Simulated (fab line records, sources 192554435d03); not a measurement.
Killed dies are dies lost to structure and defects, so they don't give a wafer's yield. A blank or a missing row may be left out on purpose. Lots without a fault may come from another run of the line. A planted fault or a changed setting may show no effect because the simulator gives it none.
Split-lot experiment | flow n5_finfet | 7 lots, 21 wafers read, on a route of 1938 steps

THE SPLIT
At N5_FIN_SAQP_SPACER1_ALD_24 (deposits SiO2, target thk 20.3 nm, pulse time 1 s, purge time 2 s), the setting ald_cycles was moved away from the recipe's 218 on 9 of the 21 wafers read, by -15.6% to +9.2%. The other wafers ran this setting at the recipe's value.

FROM THE SPLIT TO THE READING: what the file shows between them, 2 steps
- N5_FIN_SAQP_SPACER1_ETCHBACK_25: etches SiO2 in CHF3/O2, target depth 24.4 nm, time 12.2 s
- N5_FIN_SAQP_MANDREL1_REMOVE_56: chemistry HBr/Cl2/O2, target a-Si, stops on SiNx, bt time 10 s

THE READING
cd_nm, in nm, at N5_FIN_SAQP_CD_MEAS_27 (target cd 20 nm). Fault-free wafers of this fab line usually give 20.37 nm, standard deviation 0.28 nm.

wafer  | tool, chamber at the split | ald_cycles as run | against the recipe | cd_nm, nm | against lot-mates on the recipe
L077.1 | ald_sin-03, 1              | 218               | recipe             | 20.57     | -
L077.3 | ald_sin-03, 2,1            | 188               | -13.8%             | 17.38     | -3.19
L077.5 | ald_sin-03, 2,1            | 188               | -13.8%             | 17.73     | -2.84
L078.2 | ald_sin-03, 2,1            | 218               | recipe             | 20.42     | -
L078.3 | ald_sin-03, 2,1            | 218               | recipe             | 20.27     | -
L078.5 | ald_sin-03, 3              | 230               | +5.5%              | 21.67     | +1.33
L085.2 | ald_sin-04, 3              | 191               | -12.4%             | 17.59     | -3.32
L085.4 | ald_sin-04, 0              | 218               | recipe             | 20.71     | -
L085.5 | ald_sin-04, 2              | 218               | recipe             | 21.10     | -
L086.1 | ald_sin-02, 2,1            | 218               | recipe             | 20.18     | -
L086.3 | ald_sin-02, 2,1            | 218               | recipe             | 19.74     | -
L086.4 | ald_sin-02, 0              | 186               | -14.7%             | 17.28     | -2.68
L089.2 | ald_sin-02, 2,1,0          | 218               | recipe             | 20.45     | -
L089.3 | ald_sin-02, 2,1,0          | 218               | recipe             | 20.38     | -
L089.5 | ald_sin-02, 2,1,0          | 218               | recipe             | 20.49     | -
L091.2 | ald_sin-04, 1              | 218               | recipe             | 20.61     | -
L091.4 | ald_sin-04, 2              | 238               | +9.2%              | 22.77     | +2.16
L091.5 | ald_sin-04, 2              | 238               | +9.2%              | 22.89     | +2.28
L095.1 | ald_sin-04, 0              | 218               | recipe             | 20.34     | -
L095.3 | ald_sin-04, 1              | 184               | -15.6%             | 17.01     | -3.33
L095.6 | ald_sin-04, 1              | 184               | -15.6%             | 17.15     | -3.19
Where a row lists several chambers, the file gives one row for several wafers and doesn't say which wafer went through which chamber.

THE FIT
A straight line over all 21 wafers: cd_nm changes by +0.224 nm for each +1% of ald_cycles; r = +0.99; the points scatter about the line by 0.28 nm.
The same after taking each lot's own level away (the mean of its wafers on the recipe; 21 wafers): +0.22 nm for each +1%; r = +0.99; scatter 0.23 nm.
On that fit, the largest move of ald_cycles shifts the reading by 3.4 nm.
The lots' own levels span 19.960 to 20.905 nm, that is 3.4 times the standard deviation above.
So the lot-to-lot level changes the slope little: the two slopes agree.
Check: with one of the wafers moved furthest among these (-15.6%) left out of the fit, the line predicts -3.41 nm for it against its lot-mates. It came out at -3.33 nm against them.

OTHER SPLITS ON THESE WAFERS
These wafers also went through other splits before the reading. Each is held against what the fit with the lots' levels taken away leaves over:
other split on the same wafers            | wafers away from the commonest value | r with cd_nm (lot level and that fit taken away)
N5_WELL_APT_PEB_23 peb_temp_c             | 8                                    | +0.15
N5_PMOS_HMC_CHANNEL_EPI_PEB_07 peb_temp_c | 10                                   | -0.08
N5_PMOS_HMC_CHANNEL_EPI_DESCUM_14 time_s  | 9                                    | -0.42

THE WHOLE CHAIN: every reading that the file lists as answering this split, in the file's order
step                           | what it does                                                      | reading                                                                                 | change (the file's fit)               | r (the file's)
N5_FIN_SAQP_SPACER1_ALD_24     | deposits SiO2, target thk 20.3 nm, pulse time 1 s, purge time 2 s | SiO2_of_FIN_SAQP_SPACER1_ALD_24.thk_nm (the simulator's own value, which no gauge read) | +0.216 nm for each +1% of the setting | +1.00
N5_FIN_SAQP_MANDREL1_REMOVE_56 | chemistry HBr/Cl2/O2, target a-Si, stops on SiNx, bt time 10 s    | FIN_SAQP.cd_nm (the simulator's own value, which no gauge read)                         | +0.217 nm for each +1% of the setting | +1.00
N5_FIN_SAQP_CD_MEAS_27         | target cd 20 nm                                                   | cd_nm                                                                                   | +0.219 nm for each +1% of the setting | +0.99

THE FILE'S OWN FIT
cd_nm changes by +0.219 nm for each +1% of ald_cycles, r = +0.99.
